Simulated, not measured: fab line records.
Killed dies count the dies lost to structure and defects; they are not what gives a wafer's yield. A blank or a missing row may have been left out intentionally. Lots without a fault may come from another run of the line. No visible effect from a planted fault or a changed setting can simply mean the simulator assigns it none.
Matching of chambers | flow n5 finfet | N5_BEOL_M8_PECVD_70 on pecvd-02 has 3 sister chambers
The step deposits SiO2 from TEOS/O2, target thk 20 nm, time 22.7 s. 6 wafers are shown with their chamber, then 7 later ones without.

== WAFERS, EACH WITH ITS CHAMBER ==
wafer  | chamber | throttle valve pct (%) | showerhead plenum p Torr (Torr)
L077.6 | 0       | 22.6                   | 8.70
L086.3 | 2       | 20.9                   | 8.68
L086.4 | 0       | 22.8                   | 8.70
L086.5 | 1       | 23.7                   | 8.86
L092.4 | 1       | 23.7                   | 8.86
L092.5 | 2       | 21.0                   | 8.72

== WAFERS WITH NO CHAMBER GIVEN ==
wafer  | throttle valve pct (%) | showerhead plenum p Torr (Torr)
L092.6 | 23.0                   | 8.68
L095.1 | 21.2                   | 8.68
L095.2 | 23.5                   | 8.85
L095.3 | 23.0                   | 8.69
L094.1 | 23.8                   | 8.88
L094.2 | 22.9                   | 8.68
L094.3 | 23.8                   | 8.87

== WHICH CHAMBER EACH ONE RAN IN ==
wafer  | from the rows above | in truth
L092.6 | 0                   | 0
L095.1 | 2                   | 2
L095.2 | 1                   | 1
L095.3 | 0                   | 0
L094.1 | 1                   | 1
L094.2 | 0                   | 0
L094.3 | 1                   | 1
Correctly placed: 7 of 7. Not placeable from these rows: 0. Number placed wrongly: 0.
How it was worked out, from the rows above alone: a wafer's distance from a chamber is the root of the sum, over the readings, of the square of ((its reading less the chamber's mean) divided by the reading's scatter). The wafer belongs to the nearest chamber; if the next one is less than 2 further off, it can't be placed. For every chamber, the mean is computed from those of its wafers that are shown. The scatter: the root of (the sum of the squares of (reading less its chamber's mean) over the shown wafers, divided by (wafers less chambers)).
